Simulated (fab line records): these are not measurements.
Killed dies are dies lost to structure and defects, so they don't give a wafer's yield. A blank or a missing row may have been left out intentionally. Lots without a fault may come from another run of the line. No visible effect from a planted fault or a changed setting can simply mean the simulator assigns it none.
fab line records | flow n5_finfet
record: lots: 7 wafers: 21
route steps=1938 shown BEOL_M8@1362 BEOL_M9@1440 BEOL_M10@1499 BEOL_M11@1562
start_h: hours from the record's opening day to when the first of the lot's shown wafers began | wait_h: hours elapsed since this lot's preceding step | " as in the row above | L1.1+2: a row that stands for several wafers | - value missing, or start not given | * or withheld: withheld | < > ~ a bound
route shown NAME@n: a module of which the file shows steps, and the number in the route of the first | usual: average and standard deviation across the fault-free wafers | same: alike in all rows | chamber/n: place in a boat | sites: per-site readings | _std_site: the standard deviation of these | _edge_site: inner sites' mean taken away from outer sites' mean | radius_mm: how far each site lies from the wafer's centre | mask NAME#n: copy n | behind: the most recent tool/chamber to have shaped the wafer | hold: the reason the lot was held/the length of the hold in hours/how it ended | device: the n, p or np transistor that did not switch | end of line: the same wafers' tests at the end of the route | a step given without rows: its recipe and nothing more | killed: the dies lost at the first sort to structure and to defects; this is not the yield of the wafer | map: per-die view of a wafer (x killed, . not killed, _ where there is no die)
set.NAME: the run value of the setting; set.NAME@STEP: its run value at that earlier step | model.NAME: the simulator's own value behind a step, which no gauge read
lots whose settings were changed on purpose; a table a step, a row a wafer
== steps ==
step: N5_BEOL_M8_EXPOSE_25
recipe: mask_id: V7 na: 0.33 source_shape: annular sigma_inner: 0.4 sigma_outer: 0.8 polarization: unpolarized target_cd_nm: 40 dose_mj: 42.5
columns lot.wafer tool chamber start_h wait_h mask set.dose_mj
L074.1+3 euv_scanner-02 0 217.68 - V7#0 44.78
L074.2 " 0 " " V7#0 42.5
L083.2+3 euv_scanner-01 0 260.50 - V7#0 44.04
L083.6 " 0 " " V7#0 42.5
L090.3+5 euv_scanner-01 0 299.53 - V7#0 39.73
L090.4 " 0 " " V7#0 42.5
L092.1+2+3 euv_scanner-02 0 305.72 - V7#0 42.5
L089.1+3 euv_scanner-02 0 314.04 - V7#0 43.4
L089.2 " 0 " " V7#0 42.5
L093.3 euv_scanner-02 0 323.67 - V7#0 43.3
L093.4+5 " 0 " " V7#0 42.5
L095.4+5+6 euv_scanner-02 0 332.94 - V7#0 42.5
step: N5_BEOL_M8_PEB_26
recipe: peb_temp_c: 100 peb_time_s: 60 resist: CAR-EUV
step: N5_BEOL_M8_DEVELOP_27
recipe: develop_time_s: 30 developer: TMAH resist: CAR-EUV rinse_liquid: surfactant_rinse dry: air_spin dev_temp_c: 23
step: N5_BEOL_M8_CD_MEAS_28
recipe: target_cd_nm: 40 landing_energy_ev: 500 detector: se_inlens
usual: cd_nm: 40.05/0.22
columns lot.wafer tool chamber start_h wait_h set.dose_mj@BEOL_M8_EXPOSE_25 cd_nm
L074.1 cd_sem-02 0 217.81 - 44.78 41.39
L074.2 " 0 " " 42.5 39.91
L074.3 " 0 " " 44.78 41.16
L083.2 cd_sem-01 0 260.62 - 44.04 40.76
L083.3 " 0 " " 44.04 40.70
L083.6 " 0 " " 42.5 39.79
L090.3 cd_sem-03 0 299.65 - 39.73 38.87
L090.4 " 0 " " 42.5 40.44
L090.5 " 0 " " 39.73 38.70
L092.1 cd_sem-01 0 305.85 - 42.5 40.09
L092.2 " 0 " " 42.5 39.92
L092.3 " 0 " " 42.5 40.24
L089.1 cd_sem-02 0 314.17 - 43.4 40.41
L089.2 " 0 " " 42.5 40.11
L089.3 " 0 " " 43.4 40.41
L093.3 cd_sem-02 0 323.79 - 43.3 40.59
L093.4 " 0 " " 42.5 40.31
L093.5 " 0 " " 42.5 40.12
L095.4 cd_sem-02 0 333.06 - 42.5 40.24
L095.5 " 0 " " 42.5 40.20
L095.6 " 0 " " 42.5 39.91
step: N5_BEOL_M8_DESCUM_33
recipe: chemistry: O2 time_s: 7 source_power_w: 50 bias_power_w: 20 pressure_mtorr: 20 rf_frequency_hz: 2.712e+07 temp_c: 40 resist: CAR-EUV o2_flow_sccm: 225
columns lot.wafer tool chamber start_h wait_h set.dose_mj@BEOL_M8_EXPOSE_25 model.BEOL_M8.cd_nm
L074.1 rie_diel-03 2 217.94 0.0 44.78 41.6
L074.2 " 3 " " 42.5 40.4
L074.3 " 1 " " 44.78 41.2
L083.2 rie_diel-02 1 260.75 0.0 44.04 40.6
L083.3 " 2 " " 44.04 40.8
L083.6 " 3 " " 42.5 40.2
L090.3+5 rie_diel-04 2,0 299.78 0.0 39.73 38.6
L090.4 " 3 " " 42.5 40.2
L092.1+3 rie_diel-04 3,2 306.09 0.1 42.5 40
L092.2 " 1 " " 42.5 39.8
L089.1 rie_diel-02 0 314.29 0.0 43.4 40.4
L089.2 " 1 " " 42.5 40
L089.3 " 2 " " 43.4 40.2
L093.3 rie_diel-03 1 323.91 0.0 43.3 40.4
L093.4 " 0 " " 42.5 40.4
L093.5 " 2 " " 42.5 40.2
L095.4 rie_diel-02 2 333.18 0.0 42.5 40.4
L095.5+6 " 2,1 " " 42.5 40
step: N5_BEOL_M8_ETCH_72
recipe: chemistry: N2/H2 target: underlayer target_depth_a: 65 mask_material: CAR-EUV time_s: 5.2 ion_energy_ev: 200 pressure_mtorr: 30 source_w: 840 bias_w: 150 n2_flow_sccm: 200 h2_flow_sccm: 200 ends: cleared
columns lot.wafer tool chamber start_h wait_h set.dose_mj@BEOL_M8_EXPOSE_25 model.BEOL_M8.cd_nm
L074.1 rie_diel-03 2 217.97 0.0 44.78 41.4
L074.2 " 3 " " 42.5 40.2
L074.3 " 1 " " 44.78 41.2
L083.2 rie_diel-02 1 260.78 0.0 44.04 40.6
L083.3 " 2 " " 44.04 40.8
L083.6 " 3 " " 42.5 40.2
L090.3 rie_diel-04 2 299.81 0.0 39.73 38.4
L090.4 " 3 " " 42.5 40.2
L090.5 " 0 " " 39.73 38.6
L092.1 rie_diel-04 3 306.12 0.0 42.5 40
L092.2+3 " 1,2 " " 42.5 39.8
L089.1+3 rie_diel-02 0,2 314.33 0.0 43.4 40.4
L089.2 " 1 " " 42.5 40
L093.3 rie_diel-03 1 323.95 0.0 43.3 40.2
L093.4 " 0 " " 42.5 40.4
L093.5 " 2 " " 42.5 40.2
L095.4 rie_diel-02 2 333.21 0.0 42.5 40.4
L095.5 " 2 " " 42.5 40.2
L095.6 " 1 " " 42.5 40
step: N5_BEOL_M8_ETCH_65
recipe: chemistry: CF4 target: SiARC target_depth_a: 156 mask_material: CAR-EUV time_s: 26 ion_energy_ev: 80 pressure_mtorr: 40 source_w: 545 bias_w: 36 Ar_flow_sccm: 100 cf4_flow_sccm: 100 ends: cleared
step: N5_BEOL_M8_ETCH_66
recipe: chemistry: N2/H2 target: SOC target_depth_a: 800 overetch_a: 160 mask_material: SiARC temp_c: 40 time_s: 120 ion_energy_ev: 200 pressure_mtorr: 30 source_w: 840 bias_w: 150 n2_flow_sccm: 200 h2_flow_sccm: 200
columns lot.wafer tool chamber start_h wait_h set.dose_mj@BEOL_M8_EXPOSE_25 model.BEOL_M8.cd_nm
L074.1+3 rie_diel-03 2,1 218.02 0.0 44.78 41.2
L074.2 " 3 " " 42.5 40.6
L083.2+3 rie_diel-02 1,2 260.83 0.0 44.04 40.8
L083.6 " 3 " " 42.5 40.2
L090.3 rie_diel-04 2 299.85 0.0 39.73 38.4
L090.4 " 3 " " 42.5 40.2
L090.5 " 0 " " 39.73 38.8
L092.1 rie_diel-04 3 306.16 0.0 42.5 40
L092.2+3 " 1,2 " " 42.5 39.8
L089.1+3 rie_diel-02 0,2 314.37 0.0 43.4 40.2
L089.2 " 1 " " 42.5 40
L093.3 rie_diel-03 1 323.99 0.0 43.3 40.6
L093.4 " 0 " " 42.5 40.6
L093.5 " 2 " " 42.5 40.4
L095.4 rie_diel-02 2 333.26 0.0 42.5 40.6
L095.5+6 " 2,1 " " 42.5 40
step: N5_BEOL_M8_STRIP_69
recipe: chemistry: N2/H2 temp_c: 40 n2_flow_sccm: 200 h2_flow_sccm: 200 rf_frequency_hz: 6e+07
step: N5_BEOL_M8_STRIP_73
recipe: chemistry: N2/H2 temp_c: 40 n2_flow_sccm: 200 h2_flow_sccm: 200 rf_frequency_hz: 6e+07
step: N5_BEOL_M8_VIA_ETCH_34
recipe: chemistry: C4F6/O2 target: SiCOH_lowk target_depth_a: 1255 mask_material: SOC taper_deg: 4 time_s: 50.5 ion_energy_ev: 250 pressure_mtorr: 30 source_w: 345 bias_w: 185 Ar_flow_sccm: 300 C4F6_flow_sccm: 10 O2_flow_sccm: 10
columns lot.wafer tool chamber start_h wait_h set.dose_mj@BEOL_M8_EXPOSE_25 model.BEOL_M8.cd_nm
L074.1+3 rie_diel-03 2,1 218.12 0.0 44.78 41.2
L074.2 " 3 " " 42.5 40.6
L083.2+3 rie_diel-02 1,2 260.93 0.0 44.04 40.8
L083.6 " 3 " " 42.5 40.2
L090.3 rie_diel-04 2 299.96 0.0 39.73 38.4
L090.4 " 3 " " 42.5 40.2
L090.5 " 0 " " 39.73 38.8
L092.1+3 rie_diel-04 3,2 306.27 0.0 42.5 40
L092.2 " 1 " " 42.5 39.8
L089.1 rie_diel-02 0 314.47 0.0 43.4 40.2
L089.2 " 1 " " 42.5 40.2
L089.3 " 2 " " 43.4 40
L093.3 rie_diel-03 1 324.09 0.0 43.3 40.6
L093.4 " 0 " " 42.5 40.4
L093.5 " 2 " " 42.5 40.2
L095.4 rie_diel-02 2 333.36 0.0 42.5 40.4
L095.5 " 2 " " 42.5 40
L095.6 " 1 " " 42.5 40.2
step: N5_BEOL_M8_DEP_56
recipe: material: SiCN target_thk_a: 100 temp_c: withheld precursor: 3MS/NH3 pressure_torr: 3 rf_w: 202 time_s: 17.5
columns lot.wafer tool chamber start_h wait_h set.time_s model.SiCN_of_BEOL_M8_DEP_56.thk_nm
L074.1 pecvd-04 1 220.64 0.0 18.72 10.6
L074.2 " 0 " " 17.5 10
L074.3 " 2 " " 17.5 9.8
L083.2 pecvd-03 0 263.99 0.0 17.5 9.8
L083.3+6 " 1,2 " " 19.95 11.2
L090.3 pecvd-03 1 302.85 0.0 17.5 9.6
L090.4+5 " 0,2 " " 17.5 9.8
L092.1 pecvd-01 0 309.93 0.0 17.5 10
L092.2 " 1 " " 17.5 10.2
L092.3 " 2 " " 17.5 9.8
L089.1+3 pecvd-04 0,1 317.29 0.0 17.5 10
L089.2 " 2 " " 17.5 9.8
L093.3 pecvd-04 0 326.42 0.0 17.5 10.2
L093.4 " 0 " " 17.5 10.4
L093.5 " 1 " " 15.31 9.2
L095.4 pecvd-04 1 336.46 0.0 17.5 10.2
L095.5 " 2 " " 19.52 11
L095.6 " 0 " " 19.52 11.4
step: N5_BEOL_M9_ETCH_66
recipe: chemistry: N2/H2 target: SOC target_depth_a: 800 overetch_a: 160 mask_material: SiARC temp_c: 40 time_s: 120 ion_energy_ev: 200 pressure_mtorr: 30 source_w: 840 bias_w: 150 n2_flow_sccm: 200 h2_flow_sccm: 200
columns lot.wafer tool chamber start_h wait_h set.time_s model.SiARC_of_BEOL_M9_COAT_64.thk_nm
L074.1 rie_diel-01 0 223.99 0.0 120 6.4
L074.2 " 3 " " 120 6.2
L074.3 " 2 " " 120 6
L083.2 rie_diel-01 0 268.77 0.0 120 6.4
L083.3+6 " 3 " " 120 6.2
L090.3 rie_diel-05 1 308.19 0.0 93.04 7.6
L090.4 " 0 " " 120 6.4
L090.5 " 1 " " 120 6.2
L092.1+3 rie_diel-05 1,0 314.27 0.0 120 6.4
L092.2 " 2 " " 120 6
L089.1 rie_diel-01 2 323.53 0.0 120 6.2
L089.2 " 0 " " 120 6.6
L089.3 " 3 " " 120 6.4
L093.3 rie_diel-06 2 331.46 0.0 144.7 5
L093.4 " 3 " " 144.7 5.4
L093.5 " 0 " " 120 6.6
L095.4 rie_diel-05 0 340.51 0.0 138.8 5.4
L095.5 " 1 " " 120 6.2
L095.6 " 2 " " 138.8 5
step: N5_BEOL_M9_TRENCH_ETCH_37
recipe: chemistry: C4F6/O2 target_depth_a: 1514.3 target: SiCOH_lowk time_s: 49 ion_energy_ev: 250 pressure_mtorr: 30 source_w: 345 bias_w: 185 Ar_flow_sccm: 300 C4F6_flow_sccm: 10 O2_flow_sccm: 10
columns lot.wafer tool chamber start_h wait_h set.time_s model.BEOL_M9.feature_depth_nm model.etch.depth_nm
L074.1 rie_diel-01 0 - - 49 151 150.9
L074.2 " 3 " " 44.29 135.2 135.2
L074.3 " 2 " " 49 152.2 152.1
L083.2 rie_diel-01 0 - - 41.6 128.4 128.3
L083.3 " 3 " " 41.6 129 129.1
L083.6 " 3 " " 49 152.6 152.5
L090.3 rie_diel-05 1 - - 49 151 151.1
L090.4 " 0 " " 38.64 120.6 120.7
L090.5 " 1 " " 49 151.2 151.2
L092.1 rie_diel-05 1 - - 49 150.8 150.8
L092.2 " 2 " " 49 157.4 157.4
L092.3 " 0 " " 49 152.2 152.2
L089.1 rie_diel-01 2 - - 45.11 141.8 141.8
L089.2 " 0 " " 49 151 151
L089.3 " 3 " " 45.11 141.8 141.7
L093.3 rie_diel-06 2 - - 45.08 138.6 138.7
L093.4 " 3 " " 49 146 146
L093.5 " 0 " " 45.08 134.2 134.2
L095.4 rie_diel-05 0 - - 57.43 176.6 176.7
L095.5 " 1 " " 57.43 177 177
L095.6 " 2 " " 49 157.4 157.4
step: N5_BEOL_M9_ETCH_41
recipe: chemistry: CH3F/O2 target: SiCN target_depth_a: 366 taper_deg: 2 time_s: 70.1 ion_energy_ev: 120 mask_material: TiN pressure_mtorr: 30 source_w: 395 bias_w: 75 Ar_flow_sccm: 150 CH3F_flow_sccm: 30 O2_flow_sccm: 20
step: N5_BEOL_M9_STRIP_80
recipe: chemistry: N2/H2 time_s: 10 power_w: 450 temp_c: 40 pressure_mtorr: 20 rf_frequency_hz: 6e+07 bias_power_w: 7 n2_flow_sccm: 200 h2_flow_sccm: 200
step: N5_BEOL_M9_OCD_MEAS_38
usual: trench_depth_nm: 151/3.3
columns lot.wafer tool chamber start_h wait_h set.time_s@BEOL_M9_TRENCH_ETCH_37 trench_depth_nm
L074.1 ocd-02 - 224.36 - 49 151
L074.2 " - " " 44.29 135
L074.3 " - " " 49 152
L083.2 ocd-01 - 269.15 - 41.6 129
L083.3 " - " " 41.6 129
L083.6 " - " " 49 152
L090.3 ocd-02 - 308.57 - 49 151
L090.4 " - " " 38.64 121
L090.5 " - " " 49 151
L092.1 ocd-02 - 314.65 - 49 150
L092.2 " - " " 49 157
L092.3 " - " " 49 153
L089.1 ocd-01 - 323.90 - 45.11 142
L089.2 " - " " 49 151
L089.3 " - " " 45.11 142
L093.3 ocd-02 - 331.84 - 45.08 139
L093.4 " - " " 49 146
L093.5 " - " " 45.08 134
L095.4 ocd-01 - 340.89 - 57.43 177
L095.5 " - " " 57.43 178
L095.6 " - " " 49 157
step: N5_BEOL_M9_HM_STRIP_39
recipe: chemistry: peroxide_tin_strip material: TiN target_depth_a: 250 temp_c: 50 time_s: 158
step: N5_BEOL_M9_SRD_40
recipe: time_s: 30 temp_c: 23 rinse_liquid: diw dry: ipa_marangoni
step: N5_BEOL_M9_ECD_50
recipe: material: Cu target_thk_a: 3180
step: N5_BEOL_M9_ANNEAL_51
recipe: temp_c: 225 time_s: 90 ambient: N2
step: N5_BEOL_M9_CMP_52
recipe: stop_on: SiCOH_lowk t_overpolish_s: 7 down_force_psi: 1 platen_rpm: 50 clearing_platen_down_force_psi: 1.5 clearing_platen_rpm: 50 post_cmp_clean: cu_alkaline target_thk_nm: 140 clearing_platen_pad_velocity_m_s: 0.99484 pad_velocity_m_s: 0.99484
columns lot.wafer tool chamber start_h wait_h set.time_s@BEOL_M9_TRENCH_ETCH_37 model.Cu_of_BEOL_M9_ECD_50.thk_nm
L074.3 cmp-02 0 227.91 0.2 49 142.4
L074.1 " 1 " " 49 142.2
L074.2 " 2 " " 44.29 126.6
L083.2 cmp-02 1 270.94 0.2 41.6 117
L083.3 " 3 " " 41.6 117.6
L083.6 " 1 " " 49 141.4
L090.4 cmp-01 0 310.79 0.2 38.64 107.8
L090.3 " 1 " " 49 138.2
L090.5 " 0 " " 49 138.4
L092.2 cmp-01 1 316.87 0.2 49 145.8
L092.1 " 2 " " 49 138.4
L092.3 " 3 " " 49 139.8
L089.2 cmp-01 3 325.78 0.2 49 139
L089.1 " 0 " " 45.11 130.6
L089.3 " 2 " " 45.11 129.6
L093.4 cmp-02 3 334.78 0.1 49 135
L093.3 " 2 " " 45.08 126.8
L093.5 " 3 " " 45.08 123.2
L095.4 cmp-03 1 343.37 0.2 57.43 165
L095.6 " 0 " " 49 147.6
L095.5 " 1 " " 57.43 166
step: N5_BEOL_M9_THK_MEAS_53
recipe: thk_meas_gauge: xrf reads: Cu_of_BEOL_M9_ECD_50
usual: M9_THK: 138/3.6
columns lot.wafer tool chamber start_h wait_h set.time_s@BEOL_M9_TRENCH_ETCH_37 M9_THK[nm]
L074.1 film_metro-01 - 228.16 - 49 139
L074.2 " - " " 44.29 124
L074.3 " - " " 49 139
L083.2 film_metro-02 - 271.23 - 41.6 116
L083.3 " - " " 41.6 116
L083.6 " - " " 49 140
L090.3 film_metro-02 - 311.05 - 49 137
L090.4 " - " " 38.64 106
L090.5 " - " " 49 137
L092.1 film_metro-01 - 317.16 - 49 136
L092.2 " - " " 49 143
L092.3 " - " " 49 138
L089.1 film_metro-02 - 326.07 - 45.11 130
L089.2 " - " " 49 138
L089.3 " - " " 45.11 129
L093.3 film_metro-02 - 335.07 - 45.08 126
L093.4 " - " " 49 134
L093.5 " - " " 45.08 122
L095.4 film_metro-02 - 343.63 - 57.43 164
L095.5 " - " " 57.43 165
L095.6 " - " " 49 146
step: N5_BEOL_M9_PRE_CLEAN_55
recipe: gas: NH3 time_s: 15 temp_c: withheld rf_power_w: 300
step: N5_BEOL_M9_DEP_56
recipe: material: SiCN target_thk_a: 150 temp_c: withheld precursor: 3MS/NH3 pressure_torr: 3 rf_w: 202 time_s: 26.5
step: N5_BEOL_M9_RS_MEAS_57
recipe: thk_meas_gauge: four-point-probe reads: Cu_of_BEOL_M9_ECD_50+Co_of_BEOL_M9_CVD_78+TaN_of_BEOL_M9_ALD_74
usual: M9_RS: 0.151/0.0041
columns lot.wafer tool chamber start_h wait_h set.time_s@BEOL_M9_TRENCH_ETCH_37 M9_RS[ohm/sq]
L074.1 film_metro-02 - 228.30 0.1 49 0.148
L074.2 " - " " 44.29 0.169
L074.3 " - " " 49 0.148
L083.2 film_metro-01 - 271.37 0.1 41.6 0.184
L083.3 " - " " 41.6 0.183
L083.6 " - " " 49 0.149
L090.3 film_metro-02 - 311.18 0.1 49 0.153
L090.4 " - " " 38.64 0.202
L090.5 " - " " 49 0.153
L092.1 film_metro-01 - 317.30 0.1 49 0.152
L092.2 " - " " 49 0.144
L092.3 " - " " 49 0.151
L089.1 film_metro-01 - 326.21 0.1 45.11 0.163
L089.2 " - " " 49 0.152
L089.3 " - " " 45.11 0.164
L093.3 film_metro-01 - 335.21 0.1 45.08 0.168
L093.4 " - " " 49 0.157
L093.5 " - " " 45.08 0.173
L095.4 film_metro-02 - 343.76 0.0 57.43 0.126
L095.5 " - " " 57.43 0.125
L095.6 " - " " 49 0.142
step: N5_BEOL_M10_EXPOSE_25
recipe: mask_id: V9 na: 1.35 source_shape: annular sigma_inner: 0.5 sigma_outer: 0.8 polarization: unpolarized dose_mj: 85.5
columns lot.wafer tool chamber start_h wait_h mask set.dose_mj
L074.1 arfi_scanner-03 0 234.83 - V9#0 88.26
L074.2+3 " 0 " " V9#0 85.5
L083.2+3 arfi_scanner-01 0 275.04 - V9#0 91.57
L083.6 " 0 " " V9#0 85.5
L090.3+4+5 arfi_scanner-03 0 315.00 - V9#0 85.5
L092.1+2+3 arfi_scanner-01 0 323.11 - V9#0 85.5
L089.1+2+3 arfi_scanner-01 0 330.80 - V9#0 85.5
L093.3+4+5 arfi_scanner-03 0 339.69 - V9#0 85.5
L095.4 arfi_scanner-01 0 348.58 - V9#0 90.93
L095.5+6 " 0 " " V9#0 85.5
step: N5_BEOL_M10_PEB_26
recipe: peb_temp_c: withheld peb_time_s: 60 resist: CAR-ArF
columns lot.wafer tool chamber start_h wait_h set.peb_time_s
L074.1+2+3 litho_track-02 0 234.90 0.1 60
L083.2+3+6 litho_track-01 0 275.10 0.1 70.46
L090.3+4+5 litho_track-02 0 315.06 0.0 60
L092.1+2+3 litho_track-02 0 323.17 0.1 60
L089.1+2 litho_track-03 0 330.86 0.1 70.05
L089.3 " 0 " " 60
L093.3+4+5 litho_track-02 0 339.75 0.0 60
L095.4+5 litho_track-03 0 348.63 0.0 60
L095.6 " 0 " " 55.89
step: N5_BEOL_M10_DEVELOP_27
recipe: develop_time_s: 30 developer: TMAH resist: CAR-ArF rinse_liquid: diw dry: air_spin dev_temp_c: 23
step: N5_BEOL_M10_CD_MEAS_28
recipe: target_cd_nm: 70 landing_energy_ev: 500 detector: se_inlens polarity: opening
usual: cd_nm: 70.0/0.93
columns lot.wafer tool chamber start_h wait_h set.dose_mj@BEOL_M10_EXPOSE_25 set.peb_time_s@BEOL_M10_PEB_26 cd_nm
L074.1 cd_sem-03 0 234.96 - 88.26 60 73.1
L074.2 " 0 " " 85.5 60 70.6
L074.3 " 0 " " 85.5 60 70.7
L083.2 cd_sem-01 0 275.16 - 91.57 70.46 84.1
L083.3 " 0 " " 91.57 70.46 83.1
L083.6 " 0 " " 85.5 70.46 76.6
L090.3 cd_sem-01 0 315.12 - 85.5 60 70.9
L090.4 " 0 " " 85.5 60 70.3
L090.5 " 0 " " 85.5 60 70.9
L092.1 cd_sem-03 0 323.24 - 85.5 60 69.3
L092.2 " 0 " " 85.5 60 68.6
L092.3 " 0 " " 85.5 60 70.2
L089.1 cd_sem-01 0 330.93 - 85.5 70.05 76.1
L089.2 " 0 " " 85.5 70.05 76.9
L089.3 " 0 " " 85.5 60 69.8
L093.3 cd_sem-01 0 339.81 - 85.5 60 71.0
L093.4 " 0 " " 85.5 60 70.4
L093.5 " 0 " " 85.5 60 69.1
L095.4 cd_sem-01 0 348.70 - 90.93 60 76.2
L095.5 " 0 " " 85.5 60 70.6
L095.6 " 0 " " 85.5 55.89 67.4
step: N5_BEOL_M11_COAT_22
recipe: resist: CAR-ArF spin_rpm: 1500 resist_thk_nm: 90
columns lot.wafer tool chamber start_h wait_h set.spin_rpm model.CAR-ArF_of_BEOL_M11_COAT_22.thk_nm
L074.1+2 litho_track-04 0 - - 1500 90.4
L074.3 " 0 " " 1653 86.2
L083.2+3 litho_track-04 0 - - 1500 90.2
L083.6 " 0 " " 1500 90.4
L090.3+4 litho_track-03 0 - - 1500 89.6
L090.5 " 0 " " 1500 89.8
L092.1 litho_track-04 0 - - 1500 90
L092.2 " 0 " " 1500 89.8
L092.3 " 0 " " 1500 90.2
L089.1+3 litho_track-04 0 - - 1500 90
L089.2 " 0 " " 1419 92.8
L093.3+5 litho_track-05 0 - - 1500 90.2
L093.4 " 0 " " 1500 90
L095.4 litho_track-05 0 - - 1500 90
L095.5+6 " 0 " " 1560 88.2
== key ==
split: step: N5_BEOL_M8_EXPOSE_25 setting: dose_mj stated: 42.5 by: wafer
response: step: N5_BEOL_M8_CD_MEAS_28 reading: cd_nm change: +0.248 per: 1% r: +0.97
response: step: N5_BEOL_M8_DESCUM_33 reading: model.BEOL_M8.cd_nm change: +0.199 per: 1% r: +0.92
response: step: N5_BEOL_M8_ETCH_72 reading: model.BEOL_M8.cd_nm change: +0.21 per: 1% r: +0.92
response: step: N5_BEOL_M8_ETCH_66 reading: model.BEOL_M8.cd_nm change: +0.178 per: 1% r: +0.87
response: step: N5_BEOL_M8_VIA_ETCH_34 reading: model.BEOL_M8.cd_nm change: +0.175 per: 1% r: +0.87
split: step: N5_BEOL_M8_DEP_56 setting: time_s stated: 17.5 by: wafer
response: step: N5_BEOL_M8_DEP_56 reading: model.SiCN_of_BEOL_M8_DEP_56.thk_nm change: +0.0932 per: 1% r: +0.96
split: step: N5_BEOL_M9_ETCH_66 setting: time_s stated: 120 by: wafer
response: step: N5_BEOL_M9_ETCH_66 reading: model.SiARC_of_BEOL_M9_COAT_64.thk_nm change: -0.0628 per: 1% r: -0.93
split: step: N5_BEOL_M9_TRENCH_ETCH_37 setting: time_s stated: 49 by: wafer
response: step: N5_BEOL_M9_TRENCH_ETCH_37 reading: model.BEOL_M9.feature_depth_nm change: +1.38 per: 1% r: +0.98
response: step: N5_BEOL_M9_TRENCH_ETCH_37 reading: model.etch.depth_nm change: +1.38 per: 1% r: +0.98
response: step: N5_BEOL_M9_OCD_MEAS_38 reading: trench_depth_nm change: +1.37 per: 1% r: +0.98
response: step: N5_BEOL_M9_CMP_52 reading: model.Cu_of_BEOL_M9_ECD_50.thk_nm change: +1.36 per: 1% r: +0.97
response: step: N5_BEOL_M9_THK_MEAS_53 reading: M9_THK change: +1.38 per: 1% r: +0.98
response: step: N5_BEOL_M9_RS_MEAS_57 reading: M9_RS change: -0.00189 per: 1% r: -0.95
split: step: N5_BEOL_M10_EXPOSE_25 setting: dose_mj stated: 85.5 by: wafer
response: step: N5_BEOL_M10_CD_MEAS_28 reading: cd_nm slope: +0.934 per: 1% together_with: peb_time_s@BEOL_M10_PEB_26 explained: 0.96
split: step: N5_BEOL_M10_PEB_26 setting: peb_time_s stated: 60 by: wafer
response: step: N5_BEOL_M10_CD_MEAS_28 reading: cd_nm slope: +0.403 per: 1% together_with: dose_mj@BEOL_M10_EXPOSE_25 explained: 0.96
split: step: N5_BEOL_M11_COAT_22 setting: spin_rpm stated: 1500 by: wafer
response: step: N5_BEOL_M11_COAT_22 reading: model.CAR-ArF_of_BEOL_M11_COAT_22.thk_nm change: -0.437 per: 1% r: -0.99
